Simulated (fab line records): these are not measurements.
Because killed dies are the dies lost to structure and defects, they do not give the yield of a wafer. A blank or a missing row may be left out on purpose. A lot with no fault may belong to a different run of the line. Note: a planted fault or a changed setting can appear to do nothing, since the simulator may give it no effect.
Chamber matching | flow nandHarc | 4 sister chambers for NHARC_A_CONTACT_ETCH_106 on rieDiel-08
The step etches the open film in CF4/O2, target depth 90 nm, overetch 9 nm, time 49.5 s. 30 wafers are shown with their chamber, then 12 later ones without.

WAFERS PAIRED WITH THEIR CHAMBERS
wafer  | chamber | drypumpMotorCurrentA (A) | showerheadPlenumPTorr (Torr) | oesProductAu (a.u.)
L074.3 | 1       | 5.7                      | 1.35                         | 0.991
L074.4 | 3       | 5.3                      | 1.27                         | 1.015
L074.5 | 2       | 5.4                      | 1.29                         | 0.982
L077.1 | 2       | 5.4                      | 1.29                         | 0.987
L077.4 | 0       | 6.8                      | 1.37                         | 1.012
L077.5 | 2       | 5.4                      | 1.29                         | 0.996
L080.3 | 3       | 5.4                      | 1.27                         | 1.003
L080.4 | 2       | 5.4                      | 1.28                         | 1.007
L080.6 | 3       | 5.3                      | 1.27                         | 1.003
L081.1 | 0       | 6.8                      | 1.37                         | 0.998
L081.4 | 3       | 5.3                      | 1.27                         | 1.007
L081.5 | 2       | 5.4                      | 1.28                         | 1.017
L082.1 | 3       | 5.3                      | 1.27                         | 1.010
L082.2 | 2       | 5.4                      | 1.28                         | 1.000
L082.3 | 0       | 6.8                      | 1.37                         | 1.004
L083.1 | 1       | 5.7                      | 1.35                         | 0.983
L083.3 | 3       | 5.3                      | 1.27                         | 1.009
L083.6 | 2       | 5.4                      | 1.28                         | 1.005
L086.1 | 0       | 6.8                      | 1.37                         | 1.012
L086.4 | 1       | 5.7                      | 1.35                         | 0.999
L086.6 | 0       | 6.8                      | 1.37                         | 1.011
L088.4 | 1       | 5.7                      | 1.35                         | 0.985
L088.5 | 1       | 5.7                      | 1.35                         | 0.974
L088.6 | 0       | 6.8                      | 1.37                         | 1.014
L089.1 | 3       | 5.3                      | 1.26                         | 1.016
L089.2 | 2       | 5.4                      | 1.28                         | 1.005
L089.4 | 1       | 5.8                      | 1.35                         | 0.994
L090.3 | 2       | 5.4                      | 1.28                         | 0.997
L090.4 | 0       | 6.8                      | 1.37                         | 1.009
L090.5 | 1       | 5.8                      | 1.35                         | 0.993

SIGNATURES, as means of the wafers listed above
reading               | chamber 0 | chamber 1 | chamber 2 | chamber 3 | scatter within a chamber
drypumpMotorCurrentA  | 6.800     | 5.729     | 5.400     | 5.314     | 0.0296
showerheadPlenumPTorr | 1.3700    | 1.3500    | 1.2833    | 1.2686    | 0.00331
oesProductAu          | 1.00857   | 0.98843   | 0.99956   | 1.00900   | 0.00803
Rule: a wafer lies at a distance from a chamber equal to the root of the sum of squares, over the readings, of (its reading less the chamber's mean, divided by the reading's scatter). The wafer belongs to the nearest chamber; if the next one is less than 2 further off, it can't be placed. The scatter: the root of (the sum of the squares of (reading less its chamber's mean) over the shown wafers, divided by (wafers less chambers)).

WAFERS WITHOUT THEIR CHAMBER
wafer  | drypumpMotorCurrentA (A) | showerheadPlenumPTorr (Torr) | oesProductAu (a.u.)
L091.1 | 6.8                      | 1.36                         | 1.003
L091.4 | 5.4                      | 1.26                         | 1.002
L091.5 | 6.8                      | 1.36                         | 1.003
L092.1 | 6.8                      | 1.37                         | 1.010
L092.2 | 5.4                      | 1.26                         | 1.013
L092.3 | 5.4                      | 1.28                         | 1.006
L094.3 | 5.8                      | 1.35                         | 0.993
L094.5 | 5.4                      | 1.28                         | 1.010
L094.6 | 5.8                      | 1.35                         | 0.991
L096.1 | 5.4                      | 1.28                         | 0.999
L096.2 | 5.7                      | 1.35                         | 1.000
L096.5 | 5.4                      | 1.28                         | 0.995

EACH ONE'S CHAMBER
wafer  | from the rows above | in truth
L091.1 | 0                   | 0
L091.4 | 3                   | 3
L091.5 | 0                   | 0
L092.1 | 0                   | 0
L092.2 | 3                   | 3
L092.3 | 2                   | 2
L094.3 | 1                   | 1
L094.5 | 2                   | 2
L094.6 | 1                   | 1
L096.1 | 2                   | 2
L096.2 | 1                   | 1
L096.5 | 2                   | 2
Correctly placed: 12 of 12. Left unplaced by these rows: 0. Number placed wrongly: 0.
